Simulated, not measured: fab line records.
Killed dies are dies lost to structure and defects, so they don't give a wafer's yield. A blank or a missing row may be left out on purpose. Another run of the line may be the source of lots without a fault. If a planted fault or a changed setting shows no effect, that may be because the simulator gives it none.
fab line records	flow n5_finfet
record: lots: 7	wafers: 19	last_day: 17
route steps=1938 shown BEOL_M7@1299 BEOL_M15@1830 PASSIVATION@1936
lots untouched by any fault: they come from a run of this same line in which no faults occurred
start_h: the number of hours between the record's first day and the start of the first shown wafer of the lot	wait_h: hours elapsed since this lot's preceding step	" unchanged from the row above	L1.1+2: a single row standing in for several wafers	- no value, or no start given	* or withheld: withheld	< > ~ a bound
route shown NAME@n: a module of which the file shows steps, and the number in the route of the first	usual: the fault-free wafers' mean and standard deviation	same: alike in all rows	chamber/n: place in a boat	sites: the reading at each site	_std_site: the values' standard deviation	_edge_site: mean of outer sites minus mean of inner sites	radius_mm: for every site, how far away it sits from the centre of the wafer	mask NAME#n: copy n	behind: the last tool/chamber to shape the wafer	hold: cause of the lot's hold/its duration in hours/its outcome	device: names the non-switching transistor (n, p or np)	end of line: the same wafers' tests at the end of the route	for a step that has no rows: nothing shown but its recipe	killed: dies that structure and defects cost at the first sort, which is not the same as the wafer's yield	map: the dies of a wafer, with x for killed, . for not killed, _ for no die there
set.NAME: the setting as run; set.NAME@STEP: as run at that earlier step	model.NAME: the simulator's own value behind a step, which no gauge read
the route's steps for a sample of lots (tables are steps, rows are wafers)
services: when a tool's chamber went out of use (start_h, in hours from the record's first day, below 0 if earlier), for how many hours, and the reason
== steps ==
step: N5_BEOL_M7_DESCUM_33
recipe: chemistry: O2	time_s: 7	source_power_w: 50	bias_power_w: 20	pressure_mtorr: 20	rf_frequency_hz: 2.712e+07	temp_c: 40	resist: CAR-EUV	o2_flow_sccm: 225
usual: drypump_motor_current_A: 5.7/0.38	oes_product_au: 0.80/0.075	rf_vpp_V: 243.1/1.1	showerhead_plenum_p_Torr: 2.10/0.043	throttle_valve_pct: 20.4/0.31
lot.wafer	tool	chamber	start_h	wait_h	drypump_motor_current_A	oes_product_au	rf_hours_counter_h	rf_vpp_V	showerhead_plenum_p_Torr	throttle_valve_pct
L135.2	rie_diel-01	2	202.03	0.0	5.7	0.84	62	241.8	2.04	20.1
L135.3	"	3	"	"	5.1	0.99	4	244.8	2.14	20.1
L135.6	"	1	"	"	5.7	0.83	-	243.7	2.12	20.4
L141.2	rie_diel-01	2	247.31	0.6	5.7	0.82	75	242.6	2.04	20.2
L141.3	"	3	"	"	5.2	0.94	16	242.7	2.13	20.1
L141.6	"	1	"	"	5.7	0.83	-	241.9	2.12	20.4
L147.3	rie_diel-01	0	284.76	1.9	5.6	0.74	171	243.0	2.09	20.5
L147.4	"	2	"	"	5.7	0.80	90	242.7	2.03	20.2
L151.1	rie_diel-01	3	293.80	0.3	5.1	0.91	36	243.2	2.13	20.1
L151.4	"	2	"	"	5.7	0.80	94	241.3	2.03	20.2
L153.1	rie_diel-05	2	321.66	0.4	5.0	0.86	55	242.7	2.13	19.9
L153.2	"	3	"	"	5.4	0.72	202	243.2	2.07	21.0
L153.6	"	2	"	"	5.0	0.85	-	244.6	2.13	19.9
L154.1	rie_diel-05	1	324.81	0.1	6.2	0.77	128	242.8	2.10	20.8
L154.2	"	2	"	"	5.0	0.85	56	243.0	2.13	19.9
L154.4	"	3	"	"	5.4	0.72	203	242.7	2.07	21.0
L155.2	rie_diel-03	1	324.96	0.1	6.1	0.70	206	244.5	2.17	20.5
L155.4	"	2	"	"	5.5	0.71	183	243.7	2.08	20.4
L155.5	"	3	"	"	6.2	0.82	-	242.9	2.12	20.4
step: N5_BEOL_M7_TRENCH_ETCH_37
recipe: chemistry: C4F6/O2	target_depth_a: 934.78	target: SiCOH_lowk	time_s: 31.2	ion_energy_ev: 250	pressure_mtorr: 30	source_w: 345	bias_w: 185	Ar_flow_sccm: 300	C4F6_flow_sccm: 10	O2_flow_sccm: 10
usual: drypump_motor_current_A: 5.7/0.39	oes_f_703_au: 0.80/0.075	oes_product_au: 0.80/0.076	rf_vpp_V: 664/7.2	showerhead_plenum_p_Torr: 2.85/0.059	throttle_valve_pct: 20.88/0.3
lot.wafer	tool	chamber	start_h	wait_h	drypump_motor_current_A	oes_f_703_au	oes_product_au	rf_hours_counter_h	rf_vpp_V	showerhead_plenum_p_Torr	throttle_valve_pct
L135.2	rie_diel-01	2	202.30	-	5.7	0.83	0.84	63	670	2.77	20.55
L135.3	"	3	"	"	5.2	1.01	1.00	4	665	2.91	20.63
L135.6	"	1	"	"	5.7	0.82	0.84	-	677	2.88	20.89
L141.2	rie_diel-01	2	247.58	-	5.7	0.81	0.82	76	670	2.76	20.57
L141.3	"	3	"	"	5.1	0.96	0.95	16	666	2.91	20.63
L141.6	"	1	"	"	5.7	0.81	0.82	-	678	2.88	20.92
L147.3	rie_diel-01	0	285.03	-	5.6	0.76	0.74	172	663	2.84	20.98
L147.4	"	2	"	"	5.7	0.79	0.71	90	669	2.75	20.56
L151.1	rie_diel-01	3	294.07	-	5.1	0.93	0.80	36	664	2.90	20.61
L151.4	"	2	"	"	5.7	0.78	0.70	94	671	2.75	20.57
L153.1	rie_diel-05	2	321.93	-	5.0	0.87	0.85	55	652	2.90	20.39
L153.2	"	3	"	"	5.4	0.74	0.72	203	658	2.82	21.46
L153.6	"	2	"	"	5.0	0.86	0.85	-	651	2.90	20.40
L154.1	rie_diel-05	1	325.08	-	6.2	0.77	0.78	128	665	2.86	21.29
L154.2	"	2	"	"	5.0	0.87	0.85	56	650	2.90	20.39
L154.4	"	3	"	"	5.5	0.73	0.73	203	658	2.82	21.45
L155.2	rie_diel-03	1	325.23	-	6.2	0.70	0.70	206	670	2.94	20.96
L155.4	"	2	"	"	5.4	0.73	0.70	183	664	2.83	20.93
L155.5	"	3	"	"	6.2	0.82	0.82	-	665	2.87	20.79
step: N5_BEOL_M7_OCD_MEAS_38
usual: trench_depth_nm: 93.4/1.4
lot.wafer	tool	chamber	start_h	wait_h	trench_depth_nm
L135.2	ocd-02	-	202.46	-	95.4
L135.3	"	-	"	"	95.0
L135.6	"	-	"	"	94.6
L141.2	ocd-02	-	247.74	-	95.1
L141.3	"	-	"	"	93.8
L141.6	"	-	"	"	92.8
L147.3	ocd-02	-	285.19	-	93.1
L147.4	"	-	"	"	76.9
L151.1	ocd-02	-	294.23	-	78.0
L151.4	"	-	"	"	76.0
L153.1	ocd-01	-	322.09	-	93.7
L153.2	"	-	"	"	93.1
L153.6	"	-	"	"	94.6
L154.1	ocd-02	-	325.24	-	92.3
L154.2	"	-	"	"	94.5
L154.4	"	-	"	"	93.7
L155.2	ocd-01	-	325.39	-	90.8
L155.4	"	-	"	"	91.8
L155.5	"	-	"	"	91.5
step: N5_BEOL_M7_CD_MEAS_35
recipe: target_cd_nm: 40	polarity: opening
usual: cd_nm: 40.0/0.48
lot.wafer	tool	chamber	start_h	wait_h	cd_nm
L135.2	cd_sem-03	-	202.61	0.0	40.0
L135.3	"	-	"	"	40.2
L135.6	"	-	"	"	40.2
L141.2	cd_sem-03	-	247.89	0.0	40.4
L141.3	"	-	"	"	40.1
L141.6	"	-	"	"	39.6
L147.3	cd_sem-02	-	285.35	0.0	39.6
L147.4	"	-	"	"	39.5
L151.1	cd_sem-03	-	294.38	0.0	39.4
L151.4	"	-	"	"	40.0
L153.1	cd_sem-01	-	322.24	0.0	39.5
L153.2	"	-	"	"	38.9
L153.6	"	-	"	"	40.1
L154.1	cd_sem-01	-	325.39	0.0	39.1
L154.2	"	-	"	"	40.1
L154.4	"	-	"	"	39.7
L155.2	cd_sem-02	-	325.55	0.0	40.0
L155.4	"	-	"	"	39.7
L155.5	"	-	"	"	39.3
step: N5_BEOL_M7_DEGAS_44
recipe: ambient: vacuum	temp_c: 250	time_s: 60
usual: heater_power_w: 342/48
lot.wafer	tool	chamber	start_h	wait_h	heater_power_w
L135.2	pvd_sputter-02	-	203.19	0.2	311
L135.3	"	-	"	"	411
L135.6	"	-	"	"	312
L141.2	pvd_sputter-02	-	248.64	0.4	321
L141.3	"	-	"	"	390
L141.6	"	-	"	"	399
L147.3	pvd_sputter-03	-	286.64	1.1	296
L147.4	"	-	"	"	297
L151.1	pvd_sputter-03	-	295.10	0.6	303
L151.4	"	-	"	"	327
L153.1	pvd_sputter-02	-	322.93	0.6	306
L153.2	"	-	"	"	271
L153.6	"	-	"	"	274
L154.1	pvd_sputter-03	-	325.77	0.3	293
L154.2	"	-	"	"	338
L154.4	"	-	"	"	340
L155.2	pvd_sputter-03	-	326.05	0.4	297
L155.4	"	-	"	"	336
L155.5	"	-	"	"	303
step: N5_BEOL_M7_THK_MEAS_53
recipe: thk_meas_gauge: xrf	reads: Cu_of_BEOL_M7_ECD_50
usual: M7_THK: 81.6/1.7
lot.wafer	tool	chamber	start_h	wait_h	M7_THK[nm]
L135.2	film_metro-01	-	206.24	-	83.4
L135.3	"	-	"	"	83.6
L135.6	"	-	"	"	81.4
L141.2	film_metro-02	-	250.99	-	81.0
L141.3	"	-	"	"	81.5
L141.6	"	-	"	"	79.5
L147.3	film_metro-02	-	288.27	-	82.5
L147.4	"	-	"	"	64.2
L151.1	film_metro-01	-	296.60	-	65.3
L151.4	"	-	"	"	62.7
L153.1	film_metro-01	-	326.26	-	82.4
L153.2	"	-	"	"	80.3
L153.6	"	-	"	"	82.1
L154.1	film_metro-02	-	327.55	-	80.5
L154.2	"	-	"	"	81.1
L154.4	"	-	"	"	81.1
L155.2	film_metro-02	-	327.83	-	79.3
L155.4	"	-	"	"	79.9
L155.5	"	-	"	"	81.8
step: N5_BEOL_M7_RS_MEAS_57
recipe: thk_meas_gauge: four-point-probe	reads: Cu_of_BEOL_M7_ECD_50+Co_of_BEOL_M7_CVD_78+TaN_of_BEOL_M7_ALD_77
usual: M7_RS: 0.286/0.0063
lot.wafer	tool	chamber	start_h	wait_h	M7_RS[ohm/sq]
L135.2	film_metro-02	-	206.37	0.1	0.280
L135.3	"	-	"	"	0.279
L135.6	"	-	"	"	0.289
L141.2	film_metro-02	-	251.12	0.1	0.289
L141.3	"	-	"	"	0.284
L141.6	"	-	"	"	0.294
L147.3	film_metro-01	-	288.40	0.1	0.283
L147.4	"	-	"	"	0.382
L151.1	film_metro-02	-	296.73	0.1	0.373
L151.4	"	-	"	"	0.392
L153.1	film_metro-02	-	326.39	0.1	0.282
L153.2	"	-	"	"	0.291
L153.6	"	-	"	"	0.283
L154.1	film_metro-01	-	327.68	0.1	0.293
L154.2	"	-	"	"	0.291
L154.4	"	-	"	"	0.291
L155.2	film_metro-01	-	327.96	0.1	0.299
L155.4	"	-	"	"	0.297
L155.5	"	-	"	"	0.287
step: N5_BEOL_M15_RC_MEAS_101
usual: COMB_M10: 1.4e-11/3.2e-12	COMB_M11: 1.46e-11/2.9e-12	COMB_M12: 6.4e-12/1.3e-12	COMB_M13: 4.7e-12/1e-12	COMB_M13_max_site: 6.9e-12/1.8e-12	COMB_M14: 3.6e-12/7.9e-13	COMB_M15: 2.6e-12/5.1e-13	COMB_M5: 3.6e-11/7.6e-12	COMB_M5_max_site: 5.3e-11/1.2e-11	COMB_M6: 2.4e-11/4.9e-12	COMB_M6_max_site: 3.4e-11/8.1e-12	COMB_M8: 2.6e-11/5.5e-12	COMB_M9: 1.5e-11/3.2e-12	SERP_M10: 3.06/0.068	SERP_M11: 3.08/0.068	SERP_M12: 0.629/0.014	SERP_M13: 0.311/0.0052	SERP_M14: 0.159/0.0031	SERP_M5: 38.5/1.3	SERP_M6: 13.7/0.42	SERP_M7: 13.8/0.45	SERP_M7_max_site: 14.4/0.5	SERP_M8: 13.9/0.43	SERP_M8_max_site: 14.4/0.46	SERP_M9: 3.09/0.075
lot.wafer	tool	chamber	start_h	wait_h	COMB_M10[S/m]	COMB_M11[S/m]	COMB_M12[S/m]	COMB_M13[S/m]	COMB_M13_max_site[S/m]	COMB_M14[S/m]	COMB_M15[S/m]	COMB_M5[S/m]	COMB_M5_max_site[S/m]	COMB_M6[S/m]	COMB_M6_max_site[S/m]	COMB_M8[S/m]	COMB_M9[S/m]	SERP_M10[ohm/um]	SERP_M11[ohm/um]	SERP_M12[ohm/um]	SERP_M13[ohm/um]	SERP_M14[ohm/um]	SERP_M5[ohm/um]	SERP_M6[ohm/um]	SERP_M7[ohm/um]	SERP_M7_max_site[ohm/um]	SERP_M8[ohm/um]	SERP_M8_max_site[ohm/um]	SERP_M9[ohm/um]
L135.2	prober-02	0	255.68	0.2	1.3e-11	1.46e-11	7e-12	4.7e-12	6.4e-12	3.1e-12	2.2e-12	5.6e-11	7.1e-11	2.8e-11	3.7e-11	2.9e-11	1.5e-11	3.21	3.11	0.631	0.308	0.161	37.8	14.5	13.6	14.1	14.1	14.4	3.08
L135.3	"	0	"	"	1.2e-11	1.09e-11	5.9e-12	4.2e-12	6.3e-12	4.1e-12	3.3e-12	4.1e-11	5.1e-11	2.9e-11	4.4e-11	1.9e-11	1.3e-11	3.04	3.13	0.641	0.306	0.162	38.3	14.1	13.5	13.9	14.1	14.3	3.11
L135.6	"	0	"	"	1.5e-11	1.15e-11	5.2e-12	7.1e-12	1.21e-11	3.8e-12	2.6e-12	7e-11	9.3e-11	2.6e-11	3.8e-11	3.4e-11	1.1e-11	3.04	3.06	0.633	0.312	0.165	38.1	14.3	13.7	14.2	13.1	13.7	3.07
L141.2	prober-01	0	307.49	0.2	1.2e-11	1.41e-11	8.4e-12	5.2e-12	8.7e-12	2.6e-12	2.8e-12	3.2e-11	4e-11	2.1e-11	3.1e-11	2.8e-11	1.7e-11	3.08	3.12	0.650	0.309	0.157	35.9	13.8	13.8	14.0	13.5	13.9	2.96
L141.3	"	0	"	"	1.1e-11	1.14e-11	6.5e-12	3.8e-12	5.9e-12	4.1e-12	2.3e-12	2.5e-11	3.3e-11	2.7e-11	4.1e-11	3e-11	1.8e-11	3.04	3.12	0.632	0.305	0.164	36.4	14.0	13.8	15.1	14.1	14.5	3.01
L141.6	"	0	"	"	1.2e-11	1.28e-11	5.8e-12	3.9e-12	5.1e-12	3.7e-12	2.8e-12	3.8e-11	4.6e-11	2e-11	3.3e-11	2.9e-11	2.1e-11	3.01	3.15	0.639	0.312	0.162	38.0	14.8	14.6	15.5	13.6	14.1	3.07
L147.3	prober-01	0	344.46	0.3	1.6e-11	1.63e-11	5.4e-12	4.6e-12	6.2e-12	3.3e-12	2.4e-12	3.5e-11	4.8e-11	2.6e-11	4.6e-11	3.1e-11	1.9e-11	3.06	3.17	0.640	0.303	0.159	36.9	13.5	14.0	14.3	14.2	14.7	3.08
L147.4	"	0	"	"	1.4e-11	1.43e-11	6.3e-12	5.1e-12	6.4e-12	3.9e-12	2.7e-12	4.5e-11	6.3e-11	2.7e-11	3.8e-11	2.3e-11	1.4e-11	2.93	3.15	0.629	0.310	0.161	37.0	13.7	18.8	20.0	13.1	13.7	3.04
L151.1	prober-01	0	353.08	0.0	1.9e-11	1.23e-11	5.6e-12	6.5e-12	7.8e-12	2.8e-12	2.5e-12	3.7e-11	7e-11	2.3e-11	2.8e-11	3.6e-11	1.5e-11	3.02	3.06	0.631	0.316	0.166	36.8	13.9	18.1	18.3	13.6	14.1	3.04
L151.4	"	0	"	"	1.2e-11	1.01e-11	6.9e-12	3.5e-12	4.4e-12	2.5e-12	2.7e-12	3.8e-11	5.1e-11	2.2e-11	3.8e-11	2.1e-11	8e-12	3.06	3.04	0.647	0.323	0.157	40.7	13.1	18.2	19.3	13.3	14.3	3.14
L153.1	prober-01	0	383.86	0.0	1.6e-11	1.15e-11	5.2e-12	3.4e-12	4e-12	3.1e-12	2.8e-12	2.8e-11	3.8e-11	1.8e-11	2.8e-11	1.9e-11	1e-11	3.07	3.16	0.630	0.317	0.161	36.9	14.6	14.0	14.3	13.3	13.6	3.10
L153.2	"	0	"	"	1.3e-11	1.23e-11	6.6e-12	4.5e-12	5.5e-12	4.3e-12	2.9e-12	4.4e-11	7.6e-11	2.3e-11	2.8e-11	2.7e-11	1.7e-11	3.05	3.14	0.601	0.317	0.161	40.4	13.8	14.8	15.5	13.9	14.7	3.20
L153.6	"	0	"	"	1.5e-11	1.55e-11	5.4e-12	4e-12	6.7e-12	4.3e-12	2.8e-12	2.5e-11	7.3e-11	1.4e-11	2.3e-11	1.9e-11	1.3e-11	2.95	3.10	0.623	0.315	0.159	40.2	13.7	13.7	14.2	13.3	14.1	3.06
L155.2	prober-01	0	387.98	0.2	9e-12	1.81e-11	3.9e-12	4e-12	6.3e-12	3e-12	2.3e-12	3.8e-11	5.7e-11	2.6e-11	3.3e-11	2.8e-11	1.3e-11	3.11	3.28	0.627	0.300	0.158	41.5	14.3	14.4	14.7	13.5	14.0	3.23
L155.4	"	0	"	"	1.6e-11	1.28e-11	4.6e-12	6.4e-12	8.1e-12	2.8e-12	3e-12	4.2e-11	7.1e-11	3.2e-11	4.2e-11	2.7e-11	1.1e-11	3.04	3.17	0.639	0.314	0.165	41.3	13.9	14.4	14.7	14.2	14.5	3.17
L155.5	"	0	"	"	1.7e-11	1.6e-11	7.9e-12	4.7e-12	8e-12	3.8e-12	4.2e-12	3.2e-11	4.5e-11	2.5e-11	3.7e-11	1.9e-11	1.1e-11	3.14	3.27	0.613	0.300	0.167	42.0	14.0	14.3	14.7	13.7	14.1	3.24
L154.1	prober-02	0	389.71	0.0	1.2e-11	1.53e-11	5.8e-12	4.1e-12	7.7e-12	3.4e-12	2.9e-12	3.7e-11	4.7e-11	2.4e-11	2.9e-11	2.4e-11	1.1e-11	3.03	2.96	0.646	0.298	0.160	37.9	13.3	14.3	15.1	14.3	14.8	3.15
L154.2	"	0	"	"	1.2e-11	1.09e-11	5.8e-12	6.2e-12	7.7e-12	3.4e-12	3.8e-12	3.3e-11	5.1e-11	2.8e-11	4.8e-11	1.9e-11	1.3e-11	3.00	2.99	0.644	0.314	0.153	39.3	13.6	13.9	14.7	13.4	14.0	3.11
L154.4	"	0	"	"	1.1e-11	1.38e-11	6.5e-12	4.2e-12	7.5e-12	4.2e-12	2.8e-12	4.2e-11	6.7e-11	1.9e-11	2.3e-11	1.6e-11	1.4e-11	3.16	2.97	0.624	0.308	0.162	38.4	13.5	14.3	14.7	13.3	13.9	3.07
sites SERP_M7 radius_mm=0,75,75,75,75,140,140,140,140
L135.2 13.4 13.8 13.9 13.4 14.1 13.5 13.2 13.6 13.6
L141.2 13.4 13.7 14.0 13.9 13.8 13.9 13.3 13.8 13.5
L147.3 13.9 14.3 14.1 14.0 13.9 14.0 13.9 14.3 13.9
L151.1 17.6 18.3 18.1 17.9 17.8 18.1 18.2 18.3 17.9
L153.1 13.7 14.3 14.0 13.5 14.1 13.9 14.1 14.1 14.0
L155.2 14.1 14.2 14.0 14.0 14.4 14.4 14.4 14.6 14.7
L154.1 14.5 14.3 14.3 14.2 14.8 14.3 14.3 14.4 15.1
step: N5_PASSIVATION_PROBE_49
usual: defect_limited_yield: 91.3/1.3	killed_at_M0_to_M3: 33/8.9	killed_at_M4_up: 15/5.4	killed_at_contacts: 13/5.8	killed_at_front_end: 39/9.9	killed_at_other: 3.2/2.9	killed_dies: 102/15	killed_open: 68/12	killed_short: 34/7.6	sort_bin_4_leakage: 0.00/0.007	sort_bin_5_function: 5.1/0.89	sort_bin_6_memory: 3.2/0.63	sort_bin_8_speed: 0.00/0.007	sort_n_pass: 1078/15	sort_yield_pct: 91.3/1.3
same: gross_dies: 1180	killed_at_back_side: 0
lot.wafer	tool	chamber	start_h	wait_h	defect_limited_yield[%]	killed_at_M0_to_M3	killed_at_M4_up	killed_at_contacts	killed_at_front_end	killed_at_other	killed_dies	killed_open	killed_short	sort_bin_4_leakage[%]	sort_bin_5_function[%]	sort_bin_6_memory[%]	sort_bin_8_speed[%]	sort_n_pass	sort_yield_pct[%]
L135.2	prober-02	-	268.61	0.1	90.0	33	15	15	55	0	118	88	30	0	5.9	3.9	0	1062	90.0
L135.3	prober-02	-	268.66	0.1	89.9	28	20	22	48	1	119	84	35	0	5.2	4.6	0	1061	89.9
L135.6	prober-02	-	268.81	0.3	92.4	17	27	11	35	0	90	63	27	0	4.7	3.0	0	1090	92.4
L141.2	prober-01	-	324.75	0.1	92.5	29	11	12	36	0	88	54	33	0	5.1	2.2	0	1092	92.5
L141.3	prober-01	-	324.80	0.1	94.4	25	6	4	29	2	66	42	24	0	3.8	1.8	0	1114	94.4
L141.6	prober-01	-	324.95	0.3	93.0	24	7	20	28	4	83	55	27	0	4.5	2.3	0	1097	93.0
L147.3	prober-02	-	357.30	0.1	91.6	26	28	7	32	6	99	61	38	0	4.7	3.4	0	1081	91.6
L147.4	prober-02	-	357.35	0.2	91.2	33	20	15	29	7	104	63	39	0	4.7	3.3	0.08	1076	91.2
L151.1	prober-01	-	369.10	0.0	91.9	34	10	10	32	9	95	54	40	0	4.7	3.0	0	1085	91.9
L151.4	prober-01	-	369.25	0.2	91.9	29	9	17	40	1	96	59	36	0	4.7	3.1	0	1084	91.9
L153.1	prober-02	-	396.61	0.0	91.3	39	16	7	36	5	103	77	26	0	5.3	2.7	0	1077	91.3
L153.2	prober-02	-	396.66	0.1	90.0	41	16	21	34	6	118	80	38	0	6.4	3.1	0	1062	90.0
L153.6	prober-02	-	396.86	0.3	91.5	35	13	12	36	4	100	71	29	0	5.2	3.1	0	1080	91.5
L155.2	prober-02	-	402.13	0.1	90.5	25	13	20	50	4	112	73	39	0	5.6	3.5	0	1068	90.5
L155.4	prober-02	-	402.23	0.2	90.2	42	7	25	41	1	116	75	41	0.08	6.1	3.5	0	1063	90.1
L155.5	prober-02	-	402.28	0.2	90.3	38	10	23	41	3	115	82	33	0	5.8	3.6	0	1065	90.3
L154.1	prober-01	-	405.58	0.0	87.5	42	19	34	53	0	148	93	54	0	7.8	4.4	0	1032	87.5
L154.2	prober-01	-	405.63	0.1	90.2	30	19	17	48	2	116	74	42	0	5.2	4.4	0	1064	90.2
L154.4	prober-01	-	405.73	0.2	89.1	47	18	17	46	1	129	98	30	0	6.7	4.2	0	1051	89.1
killed by level:class
L135.2 MOL_CONTACT_COAG:geometric_particle:open=14 DUMMY_GATE:geometric_particle:open=13 BEOL_M1:geometric_particle:open=13 STI_FIN_REVEAL:geometric_particle:open=9 BEOL_M4:geometric_particle:open=9 GATE_CUT:geometric_particle:short=9 FIN_SAQP:geometric_particle:short=8 BEOL_M2:geometric_particle:open=7
L135.3 STI_FIN_REVEAL:geometric_particle:open=21 MOL_CONTACT_COAG:geometric_particle:open=15 BEOL_M4:geometric_particle:open=14 GATE_CUT:geometric_particle:short=8 MOL_CONTACT_COAG:geometric_particle:short=7 BEOL_M0_SAQP:geometric_particle:open=6 BEOL_M2:geometric_particle:open=6 DUMMY_GATE:geometric_particle:open=4
L135.6 BEOL_M4:geometric_particle:open=20 STI_FIN_REVEAL:geometric_particle:open=10 MOL_CONTACT_COAG:geometric_particle:open=10 FIN_SAQP:geometric_particle:short=7 BEOL_M0_SAQP:geometric_particle:open=6 DUMMY_GATE:geometric_particle:open=4 GATE_CUT:geometric_particle:short=3 STARTING-WAFER:geometric_particle:short=3
L141.2 STI_FIN_REVEAL:geometric_particle:open=10 MOL_CONTACT_COAG:geometric_particle:open=8 BEOL_M0_SAQP:geometric_particle:short=8 BEOL_M2:geometric_particle:open=6 FIN_SAQP:geometric_particle:short=5 STI_FIN_REVEAL:geometric_particle:short=5 MOL_CONTACT_COAG:geometric_particle:short=4 BEOL_M1:geometric_particle:open=4
L141.3 STI_FIN_REVEAL:geometric_particle:open=8 BEOL_M3:geometric_particle:open=7 FIN_SAQP:geometric_particle:short=6 BEOL_M2:geometric_particle:open=6 BEOL_M0_SAQP:geometric_particle:short=5 BEOL_M0_SAQP:geometric_particle:open=4 FIN_SAQP:geometric_particle:open=3 GATE_CUT:geometric_particle:short=3
L141.6 MOL_CONTACT_COAG:geometric_particle:open=12 MOL_CONTACT_COAG:geometric_particle:short=8 BEOL_M1:geometric_particle:open=8 BEOL_M2:geometric_particle:open=7 FIN_SAQP:geometric_particle:open=5 STI_FIN_REVEAL:geometric_particle:short=4 STI_FIN_REVEAL:geometric_particle:open=4 DUMMY_GATE:geometric_particle:open=4
L147.3 BEOL_M4:geometric_particle:open=14 FIN_SAQP:geometric_particle:short=8 MOL_CONTACT_COAG:geometric_particle:open=7 BEOL_M0_SAQP:geometric_particle:open=6 FIN_SAQP:geometric_particle:open=5 DUMMY_GATE:geometric_particle:short=5 BEOL_M7:geometric_particle:open=5 STARTING-WAFER:geometric_particle:short=5
L147.4 MOL_CONTACT_COAG:geometric_particle:open=11 BEOL_M0_SAQP:geometric_particle:open=11 BEOL_M1:geometric_particle:open=8 BEOL_M4:geometric_particle:open=8 FIN_SAQP:geometric_particle:open=6 FIN_SAQP:geometric_particle:short=6 BEOL_M0_SAQP:geometric_particle:short=6 GATE_CUT:geometric_particle:short=6
L151.1 BEOL_M3:geometric_particle:open=13 MOL_CONTACT_COAG:geometric_particle:open=9 FIN_SAQP:geometric_particle:short=7 BEOL_M0_SAQP:geometric_particle:short=5 DUMMY_GATE:geometric_particle:open=4 BEOL_M0_SAQP:geometric_particle:open=4 MIM_TOP_ETCH:geometric_particle:short=4 FIN_SAQP:geometric_particle:open=3
L151.4 FIN_SAQP:geometric_particle:open=13 MOL_CONTACT_COAG:geometric_particle:open=10 FIN_SAQP:geometric_particle:short=7 MOL_CONTACT_COAG:geometric_particle:short=7 BEOL_M0_SAQP:geometric_particle:short=7 BEOL_M2:geometric_particle:open=7 ILD0:geometric_particle:open=5 STI_FIN_REVEAL:geometric_particle:open=4
L153.1 FIN_SAQP:geometric_particle:open=16 BEOL_M0_SAQP:geometric_particle:open=9 BEOL_M2:geometric_particle:open=6 BEOL_M0:geometric_particle:open=6 BEOL_M3:geometric_particle:open=6 MOL_CONTACT_COAG:geometric_particle:open=5 BEOL_M0_SAQP:geometric_particle:short=5 BEOL_M4:geometric_particle:open=5
L153.2 MOL_CONTACT_COAG:geometric_particle:open=19 BEOL_M0_SAQP:geometric_particle:short=13 FIN_SAQP:geometric_particle:open=10 STI_FIN_REVEAL:geometric_particle:open=9 BEOL_M0_SAQP:geometric_particle:open=7 BEOL_M1:geometric_particle:open=7 BEOL_M1:geometric_particle:short=5 BEOL_M7:geometric_particle:open=5
L153.6 BEOL_M1:geometric_particle:open=12 BEOL_M4:geometric_particle:open=9 STI_FIN_REVEAL:geometric_particle:open=7 MOL_CONTACT_COAG:geometric_particle:open=7 BEOL_M0_SAQP:geometric_particle:open=7 BEOL_M3:geometric_particle:open=6 GATE_CUT:geometric_particle:short=5 MOL_CONTACT_COAG:geometric_particle:short=5
L155.2 MOL_CONTACT_COAG:geometric_particle:open=16 FIN_SAQP:geometric_particle:open=9 FIN_SAQP:geometric_particle:short=9 STI_FIN_REVEAL:geometric_particle:open=8 BEOL_M0_SAQP:geometric_particle:open=6 BEOL_M1:geometric_particle:short=6 BEOL_M5:geometric_particle:open=6 DUMMY_GATE:geometric_particle:open=5
L155.4 MOL_CONTACT_COAG:geometric_particle:open=20 BEOL_M0_SAQP:geometric_particle:open=13 STI_FIN_REVEAL:geometric_particle:open=12 BEOL_M0_SAQP:geometric_particle:short=8 BEOL_M2:geometric_particle:short=7 FIN_SAQP:geometric_particle:short=5 FIN_SAQP:geometric_particle:open=5 MOL_CONTACT_COAG:geometric_particle:short=5
L155.5 MOL_CONTACT_COAG:geometric_particle:open=22 STI_FIN_REVEAL:geometric_particle:open=15 BEOL_M0_SAQP:geometric_particle:short=9 BEOL_M0_SAQP:geometric_particle:open=9 BEOL_M1:geometric_particle:open=6 STI_FIN_REVEAL:geometric_particle:short=5 DUMMY_GATE:geometric_particle:open=5 BEOL_M1:geometric_particle:short=5
L154.1 MOL_CONTACT_COAG:geometric_particle:open=26 BEOL_M1:geometric_particle:open=12 BEOL_M4:geometric_particle:short=11 DUMMY_GATE:geometric_particle:open=10 MOL_CONTACT_COAG:geometric_particle:short=8 STI_FIN_REVEAL:geometric_particle:open=7 FIN_SAQP:geometric_particle:short=6 FIN_SAQP:geometric_particle:open=6
L154.2 MOL_CONTACT_COAG:geometric_particle:open=13 BEOL_M2:geometric_particle:open=8 STI_FIN_REVEAL:geometric_particle:open=8 FIN_SAQP:geometric_particle:open=6 DUMMY_GATE:geometric_particle:open=6 BEOL_M3:geometric_particle:open=6 BEOL_M4:geometric_particle:open=6 ILD0:geometric_particle:short=5
L154.4 BEOL_M3:geometric_particle:open=21 DUMMY_GATE:geometric_particle:open=13 MOL_CONTACT_COAG:geometric_particle:open=12 FIN_SAQP:geometric_particle:open=6 BEOL_M0:geometric_particle:open=6 BEOL_M2:geometric_particle:open=6 BEOL_M4:geometric_particle:open=6 STI_FIN_REVEAL:geometric_particle:open=5
== services ==
tool	chamber	start_h	hours	kind
pvd_sputter-02	-	187.05	3.7	repair
rie_diel-01	-	232.90	2.8	pm
rie_diel-03	2	248.66	32.5	repair
rie_diel-05	-	255.94	4.4	repair
rie_diel-03	3	261.12	1.6	repair
rie_diel-05	0	261.54	-	clean
rie_diel-05	0	261.54	-	consumable_replace:focus_ring
rie_diel-05	0	261.54	20.1	scheduled_down
rie_diel-05	0	261.54	20.1	vent_cycle
rie_diel-05	-	265.35	34.4	repair
== key ==
first_sign: step: N5_BEOL_M7_OCD_MEAS_38	reading: trench_depth_nm	direction: down	sigmas: 12	usual: 93.4	struck: 76.9
effect: step: N5_BEOL_M7_THK_MEAS_53	reading: M7_THK	direction: down	sigmas: 11	usual: 81.6	struck: 64.1
effect: step: N5_BEOL_M7_RS_MEAS_57	reading: M7_RS	direction: up	sigmas: 15	usual: 0.286	struck: 0.382
effect: step: N5_BEOL_M15_RC_MEAS_101	reading: SERP_M7	direction: up	sigmas: 10	usual: 13.8	struck: 18.4
met_at N5_BEOL_M7_TRENCH_ETCH_37
struck_lots L147,L151
struck_wafers L147.4,L151.1,L151.4
not_acting_at N5_BEOL_M7_DESCUM_33,N5_BEOL_M7_CD_MEAS_35,N5_BEOL_M7_DEGAS_44
onset_between 247.58 285.03
fault: kind: process_parameter_drift	tool: rie_diel-01	chamber: -	onset_h: 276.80	steps: N5_BEOL_M7_TRENCH_ETCH_37	channel: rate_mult	offset: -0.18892	shape: step	end_h: 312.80	scope: struck_wafers_only
